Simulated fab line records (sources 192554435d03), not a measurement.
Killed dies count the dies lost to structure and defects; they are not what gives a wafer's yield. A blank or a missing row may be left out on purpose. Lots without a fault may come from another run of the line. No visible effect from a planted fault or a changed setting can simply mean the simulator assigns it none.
fab line records / flow n5Finfet / part 2 of 2: steps 23 to 36 of 36
record: lots: 5 wafers: 15 lastDay: 17
route steps=1938 shown BEOL_M4@1023
lots with no fault: from the same line, run without faults
startH: hours from the record's first day to the start of the lot's first wafer shown / waitH: hours since the lot's step before / " identical to the entry in the row above / L1.1+2: one row covering several wafers at once / - either no value or no given start / * or withheld: withheld / < > ~ a bound
route shown NAME@n: NAME is a module with steps in the file, n the number in the route of the first one / usual: average and standard deviation across the fault-free wafers / same: alike in all rows / chamber/n: place in a boat / sites: per-site readings / _std_site: the standard deviation of these / _edge_site: inner sites' mean taken away from outer sites' mean / radiusMm: how far each site lies from the wafer's centre / mask NAME#n: copy n / behind: the last tool/chamber to shape the wafer / hold: the reason the lot was held/the length of the hold in hours/how it ended / device: whichever transistor did not switch (one of n, p or np) / end of line: the route-end tests of the same wafers / a step with no rows: only its recipe / killed: count of dies lost to structure and defects at first sort (not the wafer's yield) / map: a wafer's dies, marking killed ones x, the rest . and places with no die _
set.NAME: the setting that was run; set.NAME@STEP: the one run at that earlier step / model.NAME: the simulator's own value behind a step, which no gauge read
lots seen at some steps along the route; tables by step, rows by wafer
services: the hour from which a tool's chamber was out of use, counted from the record's first day as startH (under 0 if before that day), plus the number of hours and why
== steps ==
step: N5_BEOL_M4_STRIP_19
recipe: chemistry: O2 powerW: 400 tempC: 40 pressureMtorr: 30 rfFrequencyHz: 6e+07 biasPowerW: 0 overashFraction: 0.2 o2FlowSccm: 225
usual: drypumpMotorCurrentA: 5.8/0.49 o2FlowSccm: 225.1/0.75 oesProductAu: 0.77/0.088 rfVppV: 3.6/0.42 showerheadPlenumPTorr: 2.11/0.075 throttleValvePct: 16.65/0.17
same: overashFraction: 0.2
lot.wafer=L079.1 tool=rieDiel-04 chamber=0 startH=192.11 waitH=0.1 drypumpMotorCurrentA=6.7 o2FlowSccm=225.3 oesProductAu=0.95 rfHoursCounterH=4 rfVppV=3.3 showerheadPlenumPTorr=2.24 throttleValvePct=16.60
lot.wafer=L079.2 tool=rieDiel-04 chamber=2 startH=192.11 waitH=0.1 drypumpMotorCurrentA=5.6 o2FlowSccm=225.7 oesProductAu=0.70 rfHoursCounterH=233 rfVppV=3.5 showerheadPlenumPTorr=1.97 throttleValvePct=16.84
lot.wafer=L079.5 tool=rieDiel-04 chamber=3 startH=192.11 waitH=0.1 drypumpMotorCurrentA=6.4 o2FlowSccm=225.5 oesProductAu=0.89 rfHoursCounterH=- rfVppV=3.2 showerheadPlenumPTorr=2.14 throttleValvePct=16.68
lot.wafer=L083.1 tool=rieDiel-03 chamber=3 startH=205.56 waitH=0.1 drypumpMotorCurrentA=5.7 o2FlowSccm=225.6 oesProductAu=0.95 rfHoursCounterH=6 rfVppV=3.1 showerheadPlenumPTorr=2.24 throttleValvePct=16.49
lot.wafer=L083.3 tool=rieDiel-03 chamber=2 startH=205.56 waitH=0.1 drypumpMotorCurrentA=5.4 o2FlowSccm=225.3 oesProductAu=0.78 rfHoursCounterH=111 rfVppV=3.0 showerheadPlenumPTorr=2.10 throttleValvePct=16.47
lot.wafer=L083.4 tool=rieDiel-03 chamber=1 startH=205.56 waitH=0.1 drypumpMotorCurrentA=5.3 o2FlowSccm=225.2 oesProductAu=0.83 rfHoursCounterH=84 rfVppV=3.4 showerheadPlenumPTorr=2.12 throttleValvePct=16.46
lot.wafer=L089.2 tool=rieDiel-02 chamber=3 startH=263.92 waitH=0.1 drypumpMotorCurrentA=5.6 o2FlowSccm=225.6 oesProductAu=0.70 rfHoursCounterH=205 rfVppV=3.2 showerheadPlenumPTorr=2.08 throttleValvePct=16.72
lot.wafer=L089.3 tool=rieDiel-02 chamber=1 startH=263.92 waitH=0.1 drypumpMotorCurrentA=6.2 o2FlowSccm=225.4 oesProductAu=0.69 rfHoursCounterH=246 rfVppV=3.4 showerheadPlenumPTorr=2.14 throttleValvePct=16.66
lot.wafer=L089.6 tool=rieDiel-02 chamber=0 startH=263.92 waitH=0.1 drypumpMotorCurrentA=5.3 o2FlowSccm=224.3 oesProductAu=0.69 rfHoursCounterH=- rfVppV=4.2 showerheadPlenumPTorr=2.00 throttleValvePct=16.71
lot.wafer=L091.1 tool=rieDiel-02 chamber=3 startH=266.94 waitH=0.1 drypumpMotorCurrentA=5.6 o2FlowSccm=225.5 oesProductAu=0.70 rfHoursCounterH=207 rfVppV=3.5 showerheadPlenumPTorr=2.08 throttleValvePct=16.72
lot.wafer=L091.4 tool=rieDiel-02 chamber=0 startH=266.94 waitH=0.1 drypumpMotorCurrentA=5.3 o2FlowSccm=225.9 oesProductAu=0.70 rfHoursCounterH=- rfVppV=3.7 showerheadPlenumPTorr=2.00 throttleValvePct=16.73
lot.wafer=L091.5 tool=rieDiel-02 chamber=1 startH=266.94 waitH=0.1 drypumpMotorCurrentA=6.2 o2FlowSccm=226.1 oesProductAu=0.68 rfHoursCounterH=- rfVppV=3.4 showerheadPlenumPTorr=2.14 throttleValvePct=16.65
lot.wafer=L095.2 tool=rieDiel-03 chamber=1 startH=286.53 waitH=0.1 drypumpMotorCurrentA=5.3 o2FlowSccm=225.1 oesProductAu=0.80 rfHoursCounterH=111 rfVppV=4.0 showerheadPlenumPTorr=2.11 throttleValvePct=16.51
lot.wafer=L095.5 tool=rieDiel-03 chamber=3 startH=286.53 waitH=0.1 drypumpMotorCurrentA=5.7 o2FlowSccm=225.0 oesProductAu=0.89 rfHoursCounterH=- rfVppV=3.3 showerheadPlenumPTorr=2.23 throttleValvePct=16.55
lot.wafer=L095.6 tool=rieDiel-03 chamber=0 startH=286.53 waitH=0.1 drypumpMotorCurrentA=5.6 o2FlowSccm=226.6 oesProductAu=0.70 rfHoursCounterH=- rfVppV=3.9 showerheadPlenumPTorr=2.06 throttleValvePct=16.57
step: N5_BEOL_M4_CD_MEAS_18
recipe: pitchNm: 36 targetCdNm: 18
usual: cdNm: 18.1/0.37
lot.wafer=L079.1 tool=cdSem-02 chamber=- startH=192.18 waitH=0.0 cdNm=18.4
lot.wafer=L079.2 tool=cdSem-02 chamber=- startH=192.18 waitH=0.0 cdNm=18.4
lot.wafer=L079.5 tool=cdSem-02 chamber=- startH=192.18 waitH=0.0 cdNm=18.2
lot.wafer=L083.1 tool=cdSem-02 chamber=- startH=205.63 waitH=0.0 cdNm=18.6
lot.wafer=L083.3 tool=cdSem-02 chamber=- startH=205.63 waitH=0.0 cdNm=18.9
lot.wafer=L083.4 tool=cdSem-02 chamber=- startH=205.63 waitH=0.0 cdNm=18.6
lot.wafer=L089.2 tool=cdSem-02 chamber=- startH=263.99 waitH=0.1 cdNm=17.9
lot.wafer=L089.3 tool=cdSem-02 chamber=- startH=263.99 waitH=0.1 cdNm=18.0
lot.wafer=L089.6 tool=cdSem-02 chamber=- startH=263.99 waitH=0.1 cdNm=18.3
lot.wafer=L091.1 tool=cdSem-02 chamber=- startH=267.01 waitH=0.0 cdNm=18.2
lot.wafer=L091.4 tool=cdSem-02 chamber=- startH=267.01 waitH=0.0 cdNm=17.8
lot.wafer=L091.5 tool=cdSem-02 chamber=- startH=267.01 waitH=0.0 cdNm=18.1
lot.wafer=L095.2 tool=cdSem-02 chamber=- startH=286.61 waitH=0.1 cdNm=18.3
lot.wafer=L095.5 tool=cdSem-02 chamber=- startH=286.61 waitH=0.1 cdNm=18.6
lot.wafer=L095.6 tool=cdSem-02 chamber=- startH=286.61 waitH=0.1 cdNm=18.4
step: N5_BEOL_M4_COAT_67
recipe: resist: SOC tempC: 250 timeS: 60 spinRpm: 1500 resistThkNm: 60
lot.wafer=L079.1+2+5 tool=lithoTrack-05 chamber=0 startH=192.22 waitH=0.0
lot.wafer=L083.1+3+4 tool=lithoTrack-05 chamber=0 startH=205.67 waitH=0.0
lot.wafer=L089.2+3+6 tool=lithoTrack-03 chamber=0 startH=264.02 waitH=0.0
lot.wafer=L091.1+4+5 tool=lithoTrack-05 chamber=0 startH=267.05 waitH=0.0
lot.wafer=L095.2+5+6 tool=lithoTrack-02 chamber=0 startH=286.64 waitH=0.0
step: N5_BEOL_M4_COAT_68
recipe: resist: SiARC tempC: 220 timeS: 60 spinRpm: 1500 resistThkNm: 12
lot.wafer=L079.1+2+5 tool=lithoTrack-05 chamber=0 startH=- waitH=-
lot.wafer=L083.1+3+4 tool=lithoTrack-05 chamber=0 startH=- waitH=-
lot.wafer=L089.2+3+6 tool=lithoTrack-03 chamber=0 startH=- waitH=-
lot.wafer=L091.1+4+5 tool=lithoTrack-05 chamber=0 startH=- waitH=-
lot.wafer=L095.2+5+6 tool=lithoTrack-02 chamber=0 startH=- waitH=-
step: N5_BEOL_M4_COAT_76
recipe: resist: underlayer tempC: 205 timeS: 60 spinRpm: 1500 resistThkNm: 5
lot.wafer=L079.1+2+5 tool=lithoTrack-05 chamber=0 startH=- waitH=-
lot.wafer=L083.1+3+4 tool=lithoTrack-05 chamber=0 startH=- waitH=-
lot.wafer=L089.2+3+6 tool=lithoTrack-03 chamber=0 startH=- waitH=-
lot.wafer=L091.1+4+5 tool=lithoTrack-05 chamber=0 startH=- waitH=-
lot.wafer=L095.2+5+6 tool=lithoTrack-02 chamber=0 startH=- waitH=-
step: N5_BEOL_M4_COAT_22
recipe: resist: CAR-EUV spinRpm: 1500 resistThkNm: 30
lot.wafer=L079.1+2+5 tool=lithoTrack-05 chamber=0 startH=- waitH=-
lot.wafer=L083.1+3+4 tool=lithoTrack-05 chamber=0 startH=- waitH=-
lot.wafer=L089.2+3+6 tool=lithoTrack-03 chamber=0 startH=- waitH=-
lot.wafer=L091.1+4+5 tool=lithoTrack-05 chamber=0 startH=- waitH=-
lot.wafer=L095.2+5+6 tool=lithoTrack-02 chamber=0 startH=- waitH=-
step: N5_BEOL_M4_EBR_24
recipe: solvent: PGMEA ebrWidthMm: 1.5
same: ebrWidthMm: 1.5
lot.wafer=L079.1+2+5 tool=lithoTrack-05 chamber=0 startH=- waitH=-
lot.wafer=L083.1+3+4 tool=lithoTrack-05 chamber=0 startH=- waitH=-
lot.wafer=L089.2+3+6 tool=lithoTrack-03 chamber=0 startH=- waitH=-
lot.wafer=L091.1+4+5 tool=lithoTrack-05 chamber=0 startH=- waitH=-
lot.wafer=L095.2+5+6 tool=lithoTrack-02 chamber=0 startH=- waitH=-
step: N5_BEOL_M4_SOFTBAKE_23
recipe: tempC: 110 timeS: 60 resist: CAR-EUV
lot.wafer=L079.1+2+5 tool=lithoTrack-05 chamber=0 startH=- waitH=-
lot.wafer=L083.1+3+4 tool=lithoTrack-05 chamber=0 startH=- waitH=-
lot.wafer=L089.2+3+6 tool=lithoTrack-03 chamber=0 startH=- waitH=-
lot.wafer=L091.1+4+5 tool=lithoTrack-05 chamber=0 startH=- waitH=-
lot.wafer=L095.2+5+6 tool=lithoTrack-02 chamber=0 startH=- waitH=-
step: N5_BEOL_M4_EXPOSE_25
recipe: maskId: V3 na: 0.33 sourceShape: quasar sigmaInner: 0.2 sigmaOuter: 0.8 polarization: unpolarized defocusNm: 5 doseMj: 63
lot.wafer=L079.1+2+5 tool=euvScanner-02 chamber=0 startH=192.48 waitH=- mask=V3#0
lot.wafer=L083.1+3+4 tool=euvScanner-01 chamber=0 startH=205.81 waitH=- mask=V3#0
lot.wafer=L089.2+3+6 tool=euvScanner-02 chamber=0 startH=264.17 waitH=- mask=V3#0
lot.wafer=L091.1+4+5 tool=euvScanner-01 chamber=0 startH=267.39 waitH=- mask=V3#0
lot.wafer=L095.2+5+6 tool=euvScanner-02 chamber=0 startH=286.97 waitH=- mask=V3#0
step: N5_BEOL_M4_PEB_26
recipe: pebTempC: 100 pebTimeS: 60 resist: CAR-EUV
lot.wafer=L079.1+2+5 tool=lithoTrack-05 chamber=0 startH=192.56 waitH=0.1
lot.wafer=L083.1+3+4 tool=lithoTrack-02 chamber=0 startH=205.89 waitH=0.1
lot.wafer=L089.2+3+6 tool=lithoTrack-03 chamber=0 startH=264.24 waitH=0.1
lot.wafer=L091.1+4+5 tool=lithoTrack-02 chamber=0 startH=267.46 waitH=0.1
lot.wafer=L095.2+5+6 tool=lithoTrack-05 chamber=0 startH=287.04 waitH=0.1
step: N5_BEOL_M4_DEVELOP_27
recipe: developTimeS: 30 developer: TMAH resist: CAR-EUV rinseLiquid: surfactantRinse dry: airSpin devTempC: 23
lot.wafer=L079.1+2+5 tool=lithoTrack-05 chamber=0 startH=- waitH=-
lot.wafer=L083.1+3+4 tool=lithoTrack-02 chamber=0 startH=- waitH=-
lot.wafer=L089.2+3+6 tool=lithoTrack-03 chamber=0 startH=- waitH=-
lot.wafer=L091.1+4+5 tool=lithoTrack-02 chamber=0 startH=- waitH=-
lot.wafer=L095.2+5+6 tool=lithoTrack-05 chamber=0 startH=- waitH=-
step: N5_BEOL_M4_CD_MEAS_28
recipe: targetCdNm: 26.2 landingEnergyEv: 500 detector: seInlens targetCdYNm: 24.1 polarity: opening
usual: cdNm: 26.19/0.24
lot.wafer=L079.1 tool=cdSem-03 chamber=0 startH=192.63 waitH=- cdNm=26.29
lot.wafer=L079.2 tool=cdSem-03 chamber=0 startH=192.63 waitH=- cdNm=26.12
lot.wafer=L079.5 tool=cdSem-03 chamber=0 startH=192.63 waitH=- cdNm=26.01
lot.wafer=L083.1 tool=cdSem-02 chamber=0 startH=205.95 waitH=- cdNm=26.39
lot.wafer=L083.3 tool=cdSem-02 chamber=0 startH=205.95 waitH=- cdNm=26.00
lot.wafer=L083.4 tool=cdSem-02 chamber=0 startH=205.95 waitH=- cdNm=26.22
lot.wafer=L089.2 tool=cdSem-03 chamber=0 startH=264.31 waitH=- cdNm=25.68
lot.wafer=L089.3 tool=cdSem-03 chamber=0 startH=264.31 waitH=- cdNm=25.97
lot.wafer=L089.6 tool=cdSem-03 chamber=0 startH=264.31 waitH=- cdNm=25.94
lot.wafer=L091.1 tool=cdSem-03 chamber=0 startH=267.53 waitH=- cdNm=26.37
lot.wafer=L091.4 tool=cdSem-03 chamber=0 startH=267.53 waitH=- cdNm=26.01
lot.wafer=L091.5 tool=cdSem-03 chamber=0 startH=267.53 waitH=- cdNm=26.13
lot.wafer=L095.2 tool=cdSem-02 chamber=0 startH=287.11 waitH=- cdNm=25.97
lot.wafer=L095.5 tool=cdSem-02 chamber=0 startH=287.11 waitH=- cdNm=26.03
lot.wafer=L095.6 tool=cdSem-02 chamber=0 startH=287.11 waitH=- cdNm=25.82
step: N5_BEOL_M4_OVL_MEAS_29
recipe: pointsPerWafer: 522
usual: V3_OVL: 0.0/0.71
lot.wafer=L079.1 tool=overlay-02 chamber=0 startH=192.66 waitH=0.0 V3_OVL[nm]=0.0
lot.wafer=L079.2 tool=overlay-02 chamber=0 startH=192.66 waitH=0.0 V3_OVL[nm]=-0.1
lot.wafer=L079.5 tool=overlay-02 chamber=0 startH=192.66 waitH=0.0 V3_OVL[nm]=0.3
lot.wafer=L083.1 tool=overlay-02 chamber=0 startH=205.98 waitH=0.0 V3_OVL[nm]=0.3
lot.wafer=L083.3 tool=overlay-02 chamber=0 startH=205.98 waitH=0.0 V3_OVL[nm]=0.8
lot.wafer=L083.4 tool=overlay-02 chamber=0 startH=205.98 waitH=0.0 V3_OVL[nm]=-0.3
lot.wafer=L089.2 tool=overlay-02 chamber=0 startH=264.34 waitH=0.0 V3_OVL[nm]=0.5
lot.wafer=L089.3 tool=overlay-02 chamber=0 startH=264.34 waitH=0.0 V3_OVL[nm]=-0.5
lot.wafer=L089.6 tool=overlay-02 chamber=0 startH=264.34 waitH=0.0 V3_OVL[nm]=-0.2
lot.wafer=L091.1 tool=overlay-01 chamber=0 startH=267.56 waitH=0.0 V3_OVL[nm]=0.3
lot.wafer=L091.4 tool=overlay-01 chamber=0 startH=267.56 waitH=0.0 V3_OVL[nm]=1.0
lot.wafer=L091.5 tool=overlay-01 chamber=0 startH=267.56 waitH=0.0 V3_OVL[nm]=0.1
lot.wafer=L095.2 tool=overlay-02 chamber=0 startH=287.14 waitH=0.0 V3_OVL[nm]=0.7
lot.wafer=L095.5 tool=overlay-02 chamber=0 startH=287.14 waitH=0.0 V3_OVL[nm]=-0.4
lot.wafer=L095.6 tool=overlay-02 chamber=0 startH=287.14 waitH=0.0 V3_OVL[nm]=-0.6
step: N5_BEOL_M4_INSPECT_30
recipe: mode: adi inspectInstrument: brightfield
usual: rawDefectCount: 422/87
lot.wafer=L079.1 tool=defectInspect-02 chamber=- startH=192.72 waitH=0.1 rawDefectCount=360
lot.wafer=L079.2 tool=defectInspect-02 chamber=- startH=192.72 waitH=0.1 rawDefectCount=515
lot.wafer=L079.5 tool=defectInspect-02 chamber=- startH=192.72 waitH=0.1 rawDefectCount=408
lot.wafer=L083.1 tool=defectInspect-01 chamber=- startH=206.04 waitH=0.1 rawDefectCount=490
lot.wafer=L083.3 tool=defectInspect-01 chamber=- startH=206.04 waitH=0.1 rawDefectCount=434
lot.wafer=L083.4 tool=defectInspect-01 chamber=- startH=206.04 waitH=0.1 rawDefectCount=341
lot.wafer=L089.2 tool=defectInspect-01 chamber=- startH=264.39 waitH=0.0 rawDefectCount=457
lot.wafer=L089.3 tool=defectInspect-01 chamber=- startH=264.39 waitH=0.0 rawDefectCount=475
lot.wafer=L089.6 tool=defectInspect-01 chamber=- startH=264.39 waitH=0.0 rawDefectCount=450
lot.wafer=L091.1 tool=defectInspect-01 chamber=- startH=267.62 waitH=0.1 rawDefectCount=521
lot.wafer=L091.4 tool=defectInspect-01 chamber=- startH=267.62 waitH=0.1 rawDefectCount=394
lot.wafer=L091.5 tool=defectInspect-01 chamber=- startH=267.62 waitH=0.1 rawDefectCount=415
lot.wafer=L095.2 tool=defectInspect-02 chamber=- startH=287.20 waitH=0.0 rawDefectCount=343
lot.wafer=L095.5 tool=defectInspect-02 chamber=- startH=287.20 waitH=0.0 rawDefectCount=303
lot.wafer=L095.6 tool=defectInspect-02 chamber=- startH=287.20 waitH=0.0 rawDefectCount=295
== services ==
tool=rieMetal-01 chamber=- startH=171.73 hours=28.1 kind=pm
tool=rieDiel-03 chamber=3 startH=189.80 hours=9.6 kind=repair
tool=euvScanner-02 chamber=- startH=194.34 hours=1.0 kind=pm
tool=euvScanner-01 chamber=- startH=206.25 hours=1.0 kind=pm
tool=rieDiel-03 chamber=- startH=219.02 hours=2.8 kind=pm
tool=pecvd-03 chamber=0 startH=227.38 hours=25.5 kind=repair
tool=pvdSputter-01 chamber=- startH=231.67 hours=2.2 kind=repair
tool=pvdSputter-01 chamber=- startH=236.50 hours=2.7 kind=repair
tool=euvScanner-01 chamber=- startH=238.70 hours=23.5 kind=repair
tool=rieDiel-02 chamber=2 startH=241.92 hours=- kind=clean
tool=rieDiel-02 chamber=2 startH=241.92 hours=- kind=consumableReplace:focusRing
tool=rieDiel-02 chamber=2 startH=241.92 hours=31.1 kind=scheduledDown
tool=rieDiel-02 chamber=2 startH=241.92 hours=31.1 kind=ventCycle
tool=rieMetal-03 chamber=- startH=242.81 hours=14.6 kind=pm
tool=rieMetal-03 chamber=- startH=258.06 hours=1.4 kind=pm
tool=rieDiel-03 chamber=0 startH=259.75 hours=6.6 kind=repair
tool=rieDiel-02 chamber=0 startH=261.10 hours=2.4 kind=repair
tool=euvScanner-02 chamber=- startH=262.17 hours=1.0 kind=pm
tool=euvScanner-01 chamber=- startH=263.18 hours=1.0 kind=pm
tool=euvScanner-02 chamber=- startH=264.23 hours=5.8 kind=pm
tool=rieDiel-02 chamber=1 startH=273.09 hours=- kind=clean
tool=rieDiel-02 chamber=1 startH=273.09 hours=- kind=consumableReplace:focusRing
tool=euvScanner-01 chamber=- startH=282.41 hours=5.8 kind=pm
tool=lithoTrack-02 chamber=- startH=285.67 hours=- kind=consumableReplace:filter
